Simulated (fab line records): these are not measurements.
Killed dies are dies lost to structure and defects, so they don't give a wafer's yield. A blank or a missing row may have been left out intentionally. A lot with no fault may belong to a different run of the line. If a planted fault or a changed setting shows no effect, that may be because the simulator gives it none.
Split-lot trial -- flow n5_finfet -- 21 wafers read across 7 lots, on a route 1938 steps long

## ON THE SPLIT
At N5_WELL_APT_COAT_02 (resist thk 950 nm), the setting spin_rpm was moved away from the recipe's 1357 rpm on 6 of the 21 wafers read, by -9.4% to +9.8%. All remaining wafers had this setting at the recipe value.

The reading is taken at the split's own step.

## THE READING
coat_of_WELL_APT_COAT_02.thk_nm (the simulator's own value, which no gauge read), in nm, at N5_WELL_APT_COAT_02 (resist thk 950 nm). The file does not state a usual value for it. Here, 15 wafers ran the recipe; their average is 949.3 nm with a standard deviation of 2.3 nm.

wafer,"tool, chamber at the split","spin_rpm as run, rpm",against the recipe,"coat_of_WELL_APT_COAT_02.thk_nm, nm",against lot-mates on the recipe
L078.2,"litho_track-05, 0",1230,-9.4%,996.1,+48.9
L078.4,"litho_track-05, 0",1357,recipe,948.6,-
L078.5,"litho_track-05, 0",1357,recipe,945.9,-
L080.1,"litho_track-05, 0",1357,recipe,947.5,-
L080.4,"litho_track-05, 0",1357,recipe,947.7,-
L080.6,"litho_track-05, 0",1357,recipe,944.1,-
L083.2,"litho_track-05, 0",1283,-5.5%,974.2,+25.9
L083.3,"litho_track-05, 0",1357,recipe,948.3,-
L083.6,"litho_track-05, 0",1283,-5.5%,975.2,+26.9
L084.1,"litho_track-05, 0",1357,recipe,950.6,-
L084.3,"litho_track-05, 0",1486,+9.5%,909.3,-41.6
L084.4,"litho_track-05, 0",1357,recipe,951.1,-
L087.3,"litho_track-05, 0",1357,recipe,951.1,-
L087.4,"litho_track-05, 0",1490,+9.8%,910.2,-40.9
L087.6,"litho_track-05, 0",1490,+9.8%,909,-42.1
L095.1,"litho_track-01, 0",1357,recipe,949.9,-
L095.3,"litho_track-01, 0",1357,recipe,952.3,-
L095.6,"litho_track-01, 0",1357,recipe,952.6,-
L097.4,"litho_track-04, 0",1357,recipe,948.6,-
L097.5,"litho_track-04, 0",1357,recipe,950.7,-
L097.6,"litho_track-04, 0",1357,recipe,950.1,-

THE FIT
A straight line over all 21 wafers: coat_of_WELL_APT_COAT_02.thk_nm changes by -4.38 nm for each +1% of spin_rpm; r = -0.99; the points scatter about the line by 2.6 nm.
The same after taking each lot's own level away (the mean of its wafers on the recipe; 21 wafers): -4.57 nm for each +1%; r = -1.00; scatter 1.9 nm.
Per that fit: largest spin_rpm move, reading shift of 45 nm.
Measured against the standard deviation above, the lots' own levels, which go from 946.43 to 951.60 nm, span 2.3 times it.
The two slopes are in agreement: the lot-to-lot level therefore moves the slope only a little.
Check: for one of the wafers moved furthest among these (+9.8%), held out of the fit, the line's prediction against its lot-mates is -44.9 nm. Against them it came out at -40.9 nm.

## THE FILE'S OWN FIT
coat_of_WELL_APT_COAT_02.thk_nm changes by -4.62 nm for each +1% of spin_rpm, r = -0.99.
